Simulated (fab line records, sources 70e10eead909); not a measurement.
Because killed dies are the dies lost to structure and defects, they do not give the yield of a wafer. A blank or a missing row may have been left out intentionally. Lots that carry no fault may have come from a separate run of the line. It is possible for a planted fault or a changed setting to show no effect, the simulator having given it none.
Struck lot and sound lot, side by side || flow nand harc || 20 out of 1159 route steps
Sound: these wafers, L806.3, L806.4, L806.5. Struck: wafers L812.2, L812.3, L812.4. At the end, the cause is stated.
For every step that has rows: the tool of each side, followed by ch and its chambers, followed by its first start. Under that, the readings that differ: sound wafers || struck wafers || difference of the means || sigmas: that difference in standard deviations of wafers without a fault.
alike: readings whose means differ by less than 2 such deviations, and words and numbers that are the same on both sides. not compared: withheld readings, readings that some wafer has no value for, bounds like >300 that may hide the same value, and numbers for which the record gives no deviation and whose values overlap.
The two part at a step that has a row with sigmas, a row that says differs or no value, or rows on one side only. Non-overlapping numbers with no deviation appear without sigmas and do not part them. A reading missing from all wafers of one side parts the sides only when that side holds two or more wafers.

NHARC_P_GATE_CD_MEAS_59 targets a cd of 720 nm.
  sound on cd sem-03 ch 0, day 5 18:08; struck on cd sem-03 ch 0, day 7 10:04
  alike: cd nm
then, 1 step without rows for these wafers: NHARC_P_GATE_HARDBAKE_60 (time 80 s).
NHARC_P_GATE_DESCUM_61: chemistry O2, time 3 s.
  sound on rie diel-07 ch 0,1,2, day 5 18:19; struck on rie diel-10 ch 0,2,3, day 7 10:16
{"reading": "showerhead plenum p Torr (Torr)", "sound": "1.81 1.83 1.78", "struck": "2.05 1.99 2.03", "difference": "+0.22", "sigmas": "+2"}
  alike: drypump motor current A, oes product au, rf vpp V, throttle valve pct
  not compared: rf hours counter h
then, 1 step without rows for these wafers: NHARC_P_GATE_IMPLANT_62.
NHARC_P_GATE_STRIP_112: strips in N2/H2, time 200 s.
  sound on plasma asher-02 ch 0,1, day 5 18:46; struck on plasma asher-02 ch 0,1, day 7 10:40
  alike: drypump motor current A, heater power w, rf refl power W
  not compared: rf hours counter h
NHARC_P_GATE_STRIP_76: strips in O2.
  sound on plasma asher-02 ch 0,1, day 5 18:58; struck on plasma asher-02 ch 0,1, day 7 10:54
  alike: drypump motor current A, heater power w, rf refl power W
  not compared: rf hours counter h
then, 6 steps without rows for these wafers: NHARC_P_GATE_STRIP_63 (strips in SPM, time 900 s); NHARC_P_GATE_DEHYDRATE_83 (time 120 s); NHARC_P_GATE_HMDS_84 (time 30 s); NHARC_P_GATE_COAT_85; NHARC_P_GATE_SOFTBAKE_86 (time 95 s); NHARC_P_GATE_EBR_87.
NHARC_P_GATE_EXPOSE_88: exposes mask P HVN, target cd 2000 nm.
  sound on krf scanner-03 ch 0, day 5 19:43; struck on krf scanner-03 ch 0, day 7 11:32
{"reading": "mask", "sound": "P_HVN#0 P_HVN#0 P_HVN#0", "struck": "P_HVN_R1#0 P_HVN_R1#0 P_HVN_R1#0", "difference": "differs", "sigmas": ""}
then, 2 steps without rows for these wafers: NHARC_P_GATE_PEB_89 (peb time 85 s); NHARC_P_GATE_DEVELOP_90 (time 70 s).
NHARC_P_GATE_CD_MEAS_91 targets a cd of 2000 nm.
  sound on cd sem-01 ch 0, day 5 19:52; struck on cd sem-01 ch 0, day 7 11:41
{"reading": "cd nm (nm)", "sound": "2001.0 1999.3 1998.2", "struck": "1938.8 1938.7 1938.2", "difference": -60.9, "sigmas": -47}
then, 1 step without rows for these wafers: NHARC_P_GATE_HARDBAKE_92 (time 80 s).
NHARC_P_GATE_DESCUM_93: chemistry O2, time 3 s.
  sound on rie diel-10 ch 1,2,3, day 5 20:03; struck on rie diel-10 ch 1,2,3, day 7 11:52
{"reading": "model.P_GATE.cd nm (nm)", "sound": "2001 2000 1998", "struck": "1940 1938 1938", "difference": -61, "sigmas": ""}
  alike: drypump motor current A, oes product au, rf vpp V, showerhead plenum p Torr, throttle valve pct
  not compared: rf hours counter h
then, 2 steps without rows for these wafers: NHARC_P_GATE_IMPLANT_94; NHARC_END_SORT_01.

WHERE THEY PART
First at NHARC_P_GATE_DESCUM_61; last, within this record, at NHARC_P_GATE_CD_MEAS_91. Later steps at which nothing parts them and some readings are alike: NHARC_P_GATE_DESCUM_93.

WHY: what had been put in by the simulator
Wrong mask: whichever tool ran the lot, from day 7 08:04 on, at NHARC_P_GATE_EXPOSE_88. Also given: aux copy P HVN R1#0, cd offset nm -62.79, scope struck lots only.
